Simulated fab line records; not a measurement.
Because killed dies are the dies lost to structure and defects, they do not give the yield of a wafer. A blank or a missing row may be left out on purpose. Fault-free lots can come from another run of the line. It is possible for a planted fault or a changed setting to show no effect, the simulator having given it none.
Split-lot experiment / flow n5-finfet / on a route of 1938 steps: 7 lots, 21 wafers read

== ABOUT THE SPLIT ==
At N5_BEOL_M1_ETCH_74 (etches underlayer in N2/H2, target depth 6.5 nm, time 5.2 s), the setting bias-w was moved away from the recipe's 150 W on 6 of the 21 wafers read, by -14.5% to +16.3%. For the rest of the wafers, this setting stayed at what the recipe calls for.

The reading comes from the split's own step.

== THE READING ==
rf-vpp-V, in V, at N5_BEOL_M1_ETCH_74 (etches underlayer in N2/H2, target depth 6.5 nm, time 5.2 s). Typical for fault-free wafers on this fab line: 524 V, with standard deviation 3.1 V.

wafer=L077.3; tool, chamber at the split=rie-diel-06, 0; bias-w as run, W=132.9; against the recipe=-11.4%; rf-vpp-V, V=486; against lot-mates on the recipe=-36
wafer=L077.5; tool, chamber at the split=rie-diel-06, 1; bias-w as run, W=150; against the recipe=recipe; rf-vpp-V, V=522; against lot-mates on the recipe=-
wafer=L077.6; tool, chamber at the split=rie-diel-06, 0; bias-w as run, W=132.9; against the recipe=-11.4%; rf-vpp-V, V=486; against lot-mates on the recipe=-36
wafer=L078.1; tool, chamber at the split=rie-diel-02, 2; bias-w as run, W=150; against the recipe=recipe; rf-vpp-V, V=524; against lot-mates on the recipe=-
wafer=L078.2; tool, chamber at the split=rie-diel-02, 0; bias-w as run, W=150; against the recipe=recipe; rf-vpp-V, V=521; against lot-mates on the recipe=-
wafer=L078.4; tool, chamber at the split=rie-diel-02, 3; bias-w as run, W=150; against the recipe=recipe; rf-vpp-V, V=528; against lot-mates on the recipe=-
wafer=L079.1; tool, chamber at the split=rie-diel-02, 0; bias-w as run, W=150; against the recipe=recipe; rf-vpp-V, V=525; against lot-mates on the recipe=-
wafer=L079.2; tool, chamber at the split=rie-diel-02, 3; bias-w as run, W=150; against the recipe=recipe; rf-vpp-V, V=525; against lot-mates on the recipe=-
wafer=L079.6; tool, chamber at the split=rie-diel-02, 2; bias-w as run, W=172.5; against the recipe=+15.0%; rf-vpp-V, V=572; against lot-mates on the recipe=+47
wafer=L082.4; tool, chamber at the split=rie-diel-06, 3; bias-w as run, W=174.5; against the recipe=+16.3%; rf-vpp-V, V=569; against lot-mates on the recipe=+46
wafer=L082.5; tool, chamber at the split=rie-diel-06, 3; bias-w as run, W=150; against the recipe=recipe; rf-vpp-V, V=520; against lot-mates on the recipe=-
wafer=L082.6; tool, chamber at the split=rie-diel-06, 0; bias-w as run, W=150; against the recipe=recipe; rf-vpp-V, V=526; against lot-mates on the recipe=-
wafer=L085.2; tool, chamber at the split=rie-diel-05, 0; bias-w as run, W=150; against the recipe=recipe; rf-vpp-V, V=525; against lot-mates on the recipe=-
wafer=L085.3; tool, chamber at the split=rie-diel-05, 2; bias-w as run, W=150; against the recipe=recipe; rf-vpp-V, V=528; against lot-mates on the recipe=-
wafer=L085.6; tool, chamber at the split=rie-diel-05, 1; bias-w as run, W=150; against the recipe=recipe; rf-vpp-V, V=524; against lot-mates on the recipe=-
wafer=L088.3; tool, chamber at the split=rie-diel-02, 3; bias-w as run, W=150; against the recipe=recipe; rf-vpp-V, V=527; against lot-mates on the recipe=-
wafer=L088.4; tool, chamber at the split=rie-diel-02, 2; bias-w as run, W=150; against the recipe=recipe; rf-vpp-V, V=525; against lot-mates on the recipe=-
wafer=L088.5; tool, chamber at the split=rie-diel-02, 1; bias-w as run, W=128.3; against the recipe=-14.5%; rf-vpp-V, V=472; against lot-mates on the recipe=-54
wafer=L090.4; tool, chamber at the split=rie-diel-06, 2; bias-w as run, W=150; against the recipe=recipe; rf-vpp-V, V=527; against lot-mates on the recipe=-
wafer=L090.5; tool, chamber at the split=rie-diel-06, 0; bias-w as run, W=136.2; against the recipe=-9.2%; rf-vpp-V, V=493; against lot-mates on the recipe=-32
wafer=L090.6; tool, chamber at the split=rie-diel-06, 3; bias-w as run, W=150; against the recipe=recipe; rf-vpp-V, V=522; against lot-mates on the recipe=-

THE FIT
A straight line over all 21 wafers: rf-vpp-V changes by +3.21 V for each +1% of bias-w; r = +0.99; the points scatter about the line by 3.1 V.
The same after taking each lot's own level away (the mean of its wafers on the recipe; 21 wafers): +3.19 V for each +1%; r = +0.99; scatter 2.9 V.
The reading moves by 52 V for the largest change in bias-w, on that fit.
From 522.0 to 526.0 V: that is the span of the lots' own levels, equal to 1.3 times the standard deviation above.
So the lot-to-lot level changes the slope little: the two slopes agree.
Check: for one of the wafers moved furthest among these (+16.3%), held out of the fit, the line's prediction against its lot-mates is +54 V. Against them it came out at +46 V.
Tool readings at the split's step, against how far the setting was moved: rf-vpp-V r = +0.99.

== THE OTHER SPLITS THESE WAFERS WENT THROUGH ==
Note: prior to the reading, these wafers also went through further splits. Each is held against what the fit with the lots' levels taken away leaves over:
other split on the same wafers=N5_BEOL_M0_SAQP_PECVD_96 time-s; wafers away from the commonest value=7; r with rf-vpp-V (lot level and that fit taken away)=-0.17
other split on the same wafers=N5_BEOL_M0_SAQP_DEVELOP_13 develop-time-s; wafers away from the commonest value=4; r with rf-vpp-V (lot level and that fit taken away)=+0.01
other split on the same wafers=N5_BEOL_M0_CUTY_ETCH_63 source-w; wafers away from the commonest value=7; r with rf-vpp-V (lot level and that fit taken away)=-0.15

== THE FILE'S OWN FIT ==
rf-vpp-V changes by +3.18 V for each +1% of bias-w, r = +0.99.
